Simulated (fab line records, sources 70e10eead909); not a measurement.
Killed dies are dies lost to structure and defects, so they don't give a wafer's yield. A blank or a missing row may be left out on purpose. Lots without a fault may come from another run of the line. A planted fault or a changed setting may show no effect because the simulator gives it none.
Which tool did it? | flow nand_harc | 24 lots, 72 wafers sampled, at 5 steps of a route of 1159

WHAT THE GAUGES READ, wafer by wafer
NHARC_P_M1_OVL_MEAS_10: pitch 260 nm. Usual: overlay_x_nm -0.1 nm, standard deviation 0.85; overlay_y_nm -0.1 nm, standard deviation 0.65.
lot  | measured     | on         | overlay_x_nm (nm) | overlay_y_nm (nm) | flag
L075 | day 6 00:19  | overlay-01 | 0.0 0.7 0.3       | 0.4 0.4 0.5       |
L074 | day 6 05:45  | overlay-02 | 0.3 0.2 0.1       | -0.7 -1.1 -1.1    |
L077 | day 6 16:52  | overlay-01 | -1.0 -0.8 -0.7    | 0.3 0.2 0.3       |
L076 | day 6 17:20  | overlay-02 | -0.3 -0.8 -0.6    | 0.5 0.4 0.7       |
L078 | day 6 22:07  | overlay-01 | 0.4 0.4 0.6       | -0.3 -0.3 -0.6    |
L079 | day 6 23:55  | overlay-01 | -1.3 -1.0 -1.0    | 0.8 0.4 0.8       |
L080 | day 7 19:11  | overlay-02 | 0.5 0.4 0.1       | -0.1 0.0 -0.2     |
L081 | day 7 19:46  | overlay-02 | 1.2 1.0 0.8       | -1.5 -2.3 -1.7    |
L082 | day 8 00:26  | overlay-02 | -0.5 0.2 -0.1     | -0.8 -1.3 -1.2    |
L083 | day 8 08:57  | overlay-01 | 1.7 1.9 2.0       | 0.2 -0.5 -0.1     |
L084 | day 8 14:26  | overlay-02 | -0.5 -0.1 -0.6    | -0.3 -0.6 -0.9    |
L086 | day 9 07:24  | overlay-01 | -1.4 -0.7 -0.4    | -0.4 0.1 0.1      |
L085 | day 9 07:44  | overlay-02 | -1.1 -1.3 -1.1    | 0.3 -0.1 -0.5     |
L088 | day 9 08:21  | overlay-01 | 0.2 -0.1 -0.8     | 0.0 0.1 0.6       |
L087 | day 9 09:37  | overlay-02 | -1.2 -1.0 -1.1    | 0.0 -0.1 -0.1     |
L089 | day 9 16:16  | overlay-01 | 0.6 0.8 0.4       | -1.0 -1.0 -0.6    |
L090 | day 9 17:48  | overlay-02 | -0.5 -0.2 -0.7    | 0.5 0.5 1.2       |
L092 | day 10 13:47 | overlay-02 | 0.6 -0.1 -0.2     | 1.2 0.8 0.7       |
L091 | day 10 14:08 | overlay-01 | 1.5 1.6 1.7       | -0.3 -0.2 -0.2    |
L093 | day 10 15:49 | overlay-01 | -0.8 -0.3 -0.9    | 0.1 0.0 0.1       |
L094 | day 10 23:46 | overlay-01 | 0.0 -0.5 -0.1     | -0.1 -0.8 -0.3    |
L095 | day 11 06:40 | overlay-02 | 0.3 0.3 0.1       | -0.3 -0.2 -0.3    |
L097 | day 11 10:54 | overlay-02 | 1.0 0.7 1.0       | -0.1 0.2 -0.1     |
L096 | day 11 11:03 | overlay-02 | -0.4 -0.6 -1.1    | 0.0 -0.2 0.1      |

NHARC_P_M2_INSPECT_27. Usual: raw_defect_count 340, standard deviation 120.
lot  | measured     | on                | raw_defect_count | flag
L075 | day 6 07:08  | defect_inspect-01 | 245 362 267      |
L074 | day 6 13:13  | defect_inspect-01 | 469 468 340      |
L077 | day 6 23:38  | defect_inspect-02 | 285 332 267      |
L076 | day 7 00:20  | defect_inspect-01 | 521 462 232      |
L078 | day 7 05:07  | defect_inspect-01 | 379 466 424      |
L079 | day 7 06:45  | defect_inspect-02 | 318 164 441      |
L080 | day 8 02:44  | defect_inspect-02 | 294 668 321      |
L081 | day 8 03:09  | defect_inspect-01 | 241 296 292      |
L082 | day 8 07:33  | defect_inspect-02 | 319 216 303      |
L083 | day 8 16:00  | defect_inspect-02 | 270 430 334      |
L084 | day 8 21:20  | defect_inspect-02 | 524 323 607      |
L086 | day 9 14:28  | defect_inspect-02 | 316 229 550      |
L085 | day 9 14:46  | defect_inspect-02 | 319 205 272      |
L088 | day 9 15:22  | defect_inspect-01 | 313 213 286      |
L087 | day 9 16:53  | defect_inspect-01 | 231 194 259      |
L089 | day 9 23:15  | defect_inspect-02 | 322 336 232      |
L090 | day 10 00:51 | defect_inspect-02 | 267 357 513      |
L092 | day 10 20:41 | defect_inspect-01 | 303 666 318      |
L091 | day 10 21:18 | defect_inspect-02 | 255 255 165      |
L093 | day 10 22:47 | defect_inspect-01 | 403 426 582      |
L094 | day 11 07:04 | defect_inspect-02 | 205 402 202      |
L095 | day 11 14:03 | defect_inspect-01 | 299 335 268      |
L097 | day 11 17:35 | defect_inspect-02 | 266 596 406      |
L096 | day 11 18:35 | defect_inspect-01 | 479 369 328      |

NHARC_P_BONDPAD_CD_MEAS_13. Usual: cd_nm 499.1 nm, standard deviation 1.6.
lot  | measured     | on        | cd_nm (nm)        | flag
L075 | day 6 09:30  | cd_sem-02 | 502.3 501.2 501.2 |
L074 | day 6 15:37  | cd_sem-02 | 498.8 498.1 497.8 |
L077 | day 7 01:57  | cd_sem-01 | 499.8 498.9 500.0 |
L076 | day 7 02:40  | cd_sem-01 | 497.6 501.0 498.9 |
L078 | day 7 07:35  | cd_sem-03 | 499.4 502.0 502.3 |
L079 | day 7 09:10  | cd_sem-02 | 497.2 499.4 498.7 |
L080 | day 8 05:31  | cd_sem-01 | 500.4 498.8 499.8 |
L081 | day 8 05:32  | cd_sem-03 | 500.3 499.3 500.6 |
L082 | day 8 09:52  | cd_sem-02 | 503.5 499.2 499.1 |
L083 | day 8 18:10  | cd_sem-01 | 498.2 499.5 498.7 |
L084 | day 8 23:38  | cd_sem-02 | 497.8 499.4 499.7 |
L086 | day 9 16:57  | cd_sem-03 | 497.1 499.4 502.1 |
L085 | day 9 17:06  | cd_sem-03 | 499.7 501.0 499.0 |
L088 | day 9 17:40  | cd_sem-02 | 496.6 499.6 497.7 |
L087 | day 9 19:03  | cd_sem-01 | 500.6 498.3 498.8 |
L089 | day 10 01:35 | cd_sem-01 | 497.1 497.9 496.8 |
L090 | day 10 03:02 | cd_sem-01 | 501.2 500.8 501.1 |
L092 | day 10 23:19 | cd_sem-01 | 498.9 496.3 499.7 |
L091 | day 11 00:27 | cd_sem-03 | 494.7 496.9 497.6 |
L093 | day 11 01:13 | cd_sem-03 | 498.6 496.8 496.6 |
L094 | day 11 09:25 | cd_sem-01 | 500.5 496.6 499.3 |
L095 | day 11 16:42 | cd_sem-02 | 499.7 499.7 498.2 |
L097 | day 11 19:49 | cd_sem-02 | 497.9 495.5 497.0 |
L096 | day 11 20:59 | cd_sem-02 | 500.8 499.0 497.9 |

WHICH TOOL RAN EACH LOT (tool, then ch and the chambers of the sampled wafers, then the start)
lot  | NHARC_P_M1_PVD_20                       | NHARC_P_BONDPAD_ETCH_12
L075 | pvd_sputter-01, day 6 07:08 or earlier  | rie_diel-13 ch 0,1, day 6 09:30 or earlier
L074 | pvd_sputter-03, day 6 13:13 or earlier  | rie_diel-09 ch 0,1,2, day 6 15:37 or earlier
L077 | pvd_sputter-03, day 6 23:38 or earlier  | rie_diel-13 ch 0,2,3, day 7 01:57 or earlier
L076 | pvd_sputter-02, day 7 00:20 or earlier  | rie_diel-13 ch 0,1,2, day 7 02:40 or earlier
L078 | pvd_sputter-01, day 7 05:07 or earlier  | rie_diel-13 ch 1,3, day 7 07:35 or earlier
L079 | pvd_sputter-03, day 7 06:45 or earlier  | rie_diel-11 ch 1,2,3, day 7 09:10 or earlier
L080 | pvd_sputter-02, day 8 02:44 or earlier  | rie_diel-09 ch 0,2,3, day 8 05:31 or earlier
L081 | pvd_sputter-03, day 8 03:09 or earlier  | rie_diel-13 ch 0,1,2, day 8 05:32 or earlier
L082 | pvd_sputter-03, day 8 07:33 or earlier  | rie_diel-13 ch 0,2,3, day 8 09:52 or earlier
L083 | pvd_sputter-03, day 8 16:00 or earlier  | rie_diel-11 ch 0,1,3, day 8 18:10 or earlier
L084 | pvd_sputter-02, day 8 21:20 or earlier  | rie_diel-13 ch 0,1,3, day 8 23:38 or earlier
L086 | pvd_sputter-01, day 9 14:28 or earlier  | rie_diel-13 ch 0,3, day 9 16:57 or earlier
L085 | pvd_sputter-02, day 9 14:46 or earlier  | rie_diel-11 ch 1,2, day 9 17:06 or earlier
L088 | pvd_sputter-01, day 9 15:22 or earlier  | rie_diel-13 ch 0,2, day 9 17:40 or earlier
L087 | pvd_sputter-02, day 9 16:53 or earlier  | rie_diel-13 ch 0,1,3, day 9 19:03 or earlier
L089 | pvd_sputter-01, day 9 23:15 or earlier  | rie_diel-13 ch 1,2,3, day 10 01:35 or earlier
L090 | pvd_sputter-03, day 10 00:51 or earlier | rie_diel-13 ch 1,2, day 10 03:02 or earlier
L092 | pvd_sputter-01, day 10 20:41 or earlier | rie_diel-13 ch 0,2, day 10 23:19 or earlier
L091 | pvd_sputter-02, day 10 21:18 or earlier | rie_diel-13 ch 2,3, day 11 00:27 or earlier
L093 | pvd_sputter-01, day 10 22:47 or earlier | rie_diel-13 ch 0,1, day 11 01:13 or earlier
L094 | pvd_sputter-02, day 11 07:04 or earlier | rie_diel-13 ch 0,1,2, day 11 09:25 or earlier
L095 | pvd_sputter-01, day 11 14:03 or earlier | rie_diel-13 ch 2,3, day 11 16:42 or earlier
L097 | pvd_sputter-01, day 11 17:35 or earlier | rie_diel-13 ch 0,1,3, day 11 19:49 or earlier
L096 | pvd_sputter-03, day 11 18:35 or earlier | rie_diel-13 ch 1,2,3, day 11 20:59 or earlier
- NHARC_P_M1_PVD_20: deposits TaN, target thk 5 nm, time 8.06 s.
- NHARC_P_BONDPAD_ETCH_12: etches the open film in CHF3/O2, target depth 200 nm, time 100 s.

WHAT THE TOOLS THEMSELVES READ (means of the sampled wafers that have a number; where no wafer has one, the mark that the record gives instead)
NHARC_P_M1_PVD_20. Usual: substrate_temp_c 50.02 C, standard deviation 0.11; throttle_valve_pct 29.7 %, standard deviation 1.1.
lot  | tool           | substrate_temp_c (C) | throttle_valve_pct (%) | flag
L075 | pvd_sputter-01 | 50.02                | 28.8                   |
L074 | pvd_sputter-03 | 50.07                | 30.3                   |
L077 | pvd_sputter-03 | 50.12                | 29.7                   |
L076 | pvd_sputter-02 | 50.09                | 30.3                   |
L078 | pvd_sputter-01 | 50.09                | 28.8                   |
L079 | pvd_sputter-03 | 50.02                | 30.1                   |
L080 | pvd_sputter-02 | 49.95                | 30.2                   |
L081 | pvd_sputter-03 | 50.00                | 29.9                   |
L082 | pvd_sputter-03 | 50.10                | 30.3                   |
L083 | pvd_sputter-03 | 50.04                | 29.5                   |
L084 | pvd_sputter-02 | 50.01                | 30.7                   |
L086 | pvd_sputter-01 | 50.00                | 28.3                   |
L085 | pvd_sputter-02 | 50.05                | 30.7                   |
L088 | pvd_sputter-01 | 50.07                | 29.4                   |
L087 | pvd_sputter-02 | 50.05                | 30.3                   |
L089 | pvd_sputter-01 | 50.04                | 29.2                   |
L090 | pvd_sputter-03 | 50.01                | 29.7                   |
L092 | pvd_sputter-01 | 49.86                | 29.3                   |
L091 | pvd_sputter-02 | 49.99                | 30.4                   |
L093 | pvd_sputter-01 | 49.99                | 27.9                   |
L094 | pvd_sputter-02 | 50.17                | 30.6                   |
L095 | pvd_sputter-01 | 50.02                | 28.8                   |
L097 | pvd_sputter-01 | 50.03                | 29.1                   |
L096 | pvd_sputter-03 | 50.02                | 30.0                   |

NHARC_P_BONDPAD_ETCH_12. Usual: chamber_pressure_mTorr 25.003 mTorr, standard deviation 0.022; drypump_motor_current_A 5.6 A, standard deviation 0.36; oes_product_au 0.933 a.u., standard deviation 0.018; rf_vpp_V 370.6 V, standard deviation 1.8; showerhead_plenum_p_Torr 2.41 Torr, standard deviation 0.072; throttle_valve_pct 20.572 %, standard deviation 0.0083.
lot  | tool        | chamber_pressure_mTorr (mTorr) | drypump_motor_current_A (A) | oes_product_au (a.u.) | rf_vpp_V (V) | showerhead_plenum_p_Torr (Torr) | throttle_valve_pct (%) | flag
L075 | rie_diel-13 | 25.003                         | 5.7                         | 0.924                 | 371.4        | 2.45                            | 20.570                 |
L074 | rie_diel-09 | 25.000                         | 4.9                         | 0.933                 | 371.3        | 2.40                            | 20.575                 |
L077 | rie_diel-13 | 25.005                         | 5.6                         | 0.936                 | 370.2        | 2.41                            | 20.565                 |
L076 | rie_diel-13 | 25.013                         | 5.5                         | 0.970                 | 369.9        | 2.40                            | 20.574                 |
L078 | rie_diel-13 | 25.000                         | 5.9                         | 0.949                 | 372.2        | 2.46                            | 20.580                 |
L079 | rie_diel-11 | 25.002                         | 6.2                         | 0.926                 | 370.0        | 2.40                            | 20.566                 |
L080 | rie_diel-09 | 24.993                         | 5.2                         | 0.960                 | 369.6        | 2.35                            | 20.582                 |
L081 | rie_diel-13 | 25.000                         | 5.5                         | 0.921                 | 370.6        | 2.40                            | 20.577                 |
L082 | rie_diel-13 | 24.991                         | 5.6                         | 0.925                 | 371.5        | 2.41                            | 20.568                 |
L083 | rie_diel-11 | 25.015                         | 6.2                         | 0.929                 | 371.3        | 2.41                            | 20.569                 |
L084 | rie_diel-13 | 25.030                         | 5.8                         | 0.928                 | 371.5        | 2.46                            | 20.563                 |
L086 | rie_diel-13 | 24.996                         | 5.6                         | 0.923                 | 371.2        | 2.46                            | 20.571                 |
L085 | rie_diel-11 | 25.001                         | 6.1                         | 0.962                 | 371.9        | 2.47                            | 20.582                 |
L088 | rie_diel-13 | 25.008                         | 5.4                         | 0.923                 | 369.3        | 2.35                            | 20.573                 |
L087 | rie_diel-13 | 25.021                         | 5.8                         | 0.926                 | 372.1        | 2.46                            | 20.569                 |
L089 | rie_diel-13 | 25.003                         | 5.7                         | 0.930                 | 371.0        | 2.40                            | 20.573                 |
L090 | rie_diel-13 | 25.001                         | 5.7                         | 0.920                 | 370.0        | 2.39                            | 20.570                 |
L092 | rie_diel-13 | 24.995                         | 5.4                         | 0.926                 | 369.9        | 2.34                            | 20.569                 |
L091 | rie_diel-13 | 25.003                         | 5.8                         | 0.923                 | 370.4        | 2.40                            | 20.566                 |
L093 | rie_diel-13 | 25.012                         | 5.6                         | 0.919                 | 372.0        | 2.45                            | 20.568                 |
L094 | rie_diel-13 | 24.987                         | 5.5                         | 0.921                 | 369.8        | 2.39                            | 20.568                 |
L095 | rie_diel-13 | 25.002                         | 5.5                         | 0.955                 | 368.1        | 2.35                            | 20.573                 |
L097 | rie_diel-13 | 24.978                         | 5.7                         | 0.967                 | 370.8        | 2.45                            | 20.574                 |
L096 | rie_diel-13 | 24.992                         | 5.7                         | 0.921                 | 370.8        | 2.40                            | 20.577                 |

THE ANSWER, worked out from the rows above alone
Rule: a lot is off if the mean of its wafers that have a number lies more than 3 standard deviations from the usual mean. A lot without any number at a reading at which 4 lots or more have one is off too. The other lots that the step has rows for count as sound. The gauges are gone through in route order, then the tools' own readings, and for those a lot's mean is taken as printed above. The first step at which some lot is off is used, and at that step the reading that is off furthest; a lot without a number counts as furthest.
No lot is off at any reading shown: from this, nothing can be told.

WHAT THE SIMULATOR HAD PUT IN
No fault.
